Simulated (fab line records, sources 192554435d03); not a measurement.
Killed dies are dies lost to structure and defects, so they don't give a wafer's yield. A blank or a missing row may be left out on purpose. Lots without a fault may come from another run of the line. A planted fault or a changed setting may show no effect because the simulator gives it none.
Chamber matching | flow n5_finfet | N5_BEOL_M13_ETCH_38 on rie_diel-03: 4 sister chambers
The step etches SiCN in CF4/N2, target depth 67.5 nm, time 71.9 s. 20 wafers are shown with their chamber, then 10 later ones without.

WAFERS WITH THEIR CHAMBER
wafer  | chamber | drypump_motor_current_A (A) | showerhead_plenum_p_Torr (Torr) | throttle_valve_pct (%)
L077.1 | 0       | 5.9                         | 2.30                            | 15.55
L077.2 | 2       | 5.7                         | 2.10                            | 15.69
L077.5 | 3       | 5.5                         | 2.28                            | 15.68
L081.1 | 2       | 5.7                         | 2.09                            | 15.70
L081.3 | 0       | 5.9                         | 2.30                            | 15.54
L081.6 | 2       | 5.7                         | 2.09                            | 15.70
L086.1 | 3       | 5.4                         | 2.27                            | 15.70
L086.4 | 0       | 5.9                         | 2.30                            | 15.56
L086.6 | 3       | 5.5                         | 2.27                            | 15.69
L089.2 | 0       | 5.9                         | 2.30                            | 15.59
L089.4 | 1       | 5.7                         | 2.18                            | 15.86
L089.5 | 1       | 5.8                         | 2.18                            | 15.85
L093.1 | 0       | 5.9                         | 2.29                            | 15.57
L093.3 | 1       | 5.7                         | 2.18                            | 15.87
L093.5 | 3       | 5.5                         | 2.27                            | 15.71
L091.1 | 3       | 5.5                         | 2.27                            | 15.72
L091.4 | 2       | 5.7                         | 2.36                            | 15.20
L091.6 | 0       | 6.0                         | 2.30                            | 15.58
L096.1 | 0       | 5.9                         | 2.29                            | 15.59
L096.2 | 3       | 5.5                         | 2.27                            | 15.72

SIGNATURES (means of the wafers above)
reading                  | chamber 0 | chamber 1 | chamber 2 | chamber 3 | scatter within a chamber
drypump_motor_current_A  | 5.914     | 5.733     | 5.700     | 5.483     | 0.0384
showerhead_plenum_p_Torr | 2.2971    | 2.1800    | 2.1600    | 2.2717    | 0.0579
throttle_valve_pct       | 15.5686   | 15.8600   | 15.5725   | 15.7033   | 0.109
Rule: a wafer's distance from a chamber is the root of the sum, over the readings, of the square of ((its reading less the chamber's mean) divided by the reading's scatter). The wafer belongs to the nearest chamber; if the next one is less than 2 further off, it can't be placed. The scatter: the root of (the sum of the squares of (reading less its chamber's mean) over the shown wafers, divided by (wafers less chambers)).

WAFERS WITHOUT THEIR CHAMBER
wafer  | drypump_motor_current_A (A) | showerhead_plenum_p_Torr (Torr) | throttle_valve_pct (%)
L096.3 | 5.7                         | 2.35                            | 15.23
L095.1 | 5.7                         | 2.35                            | 15.21
L095.2 | 5.9                         | 2.29                            | 15.59
L095.4 | 5.5                         | 2.27                            | 15.73
L097.4 | 5.8                         | 2.18                            | 15.89
L097.5 | 5.9                         | 2.29                            | 15.61
L097.6 | 5.5                         | 2.26                            | 15.74
L094.1 | 5.8                         | 2.18                            | 15.90
L094.4 | 5.8                         | 2.29                            | 15.61
L094.5 | 5.8                         | 2.18                            | 15.90

WHICH CHAMBER EACH WENT THROUGH
wafer  | from the rows above          | in truth
L096.3 | can't be placed: 2 or 0      | 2
L095.1 | can't be placed: 2 or 0      | 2
L095.2 | 0                            | 0
L095.4 | 3                            | 3
L097.4 | 1                            | 1
L097.5 | 0                            | 0
L097.6 | 3                            | 3
L094.1 | 1                            | 1
L094.4 | can't be placed: 0 or 1 or 2 | 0
L094.5 | 1                            | 1
Placed correctly: 7 of 10. Can't be placed from these rows: 3 (the true chamber is among the candidates in 3). Placed wrongly: 0.
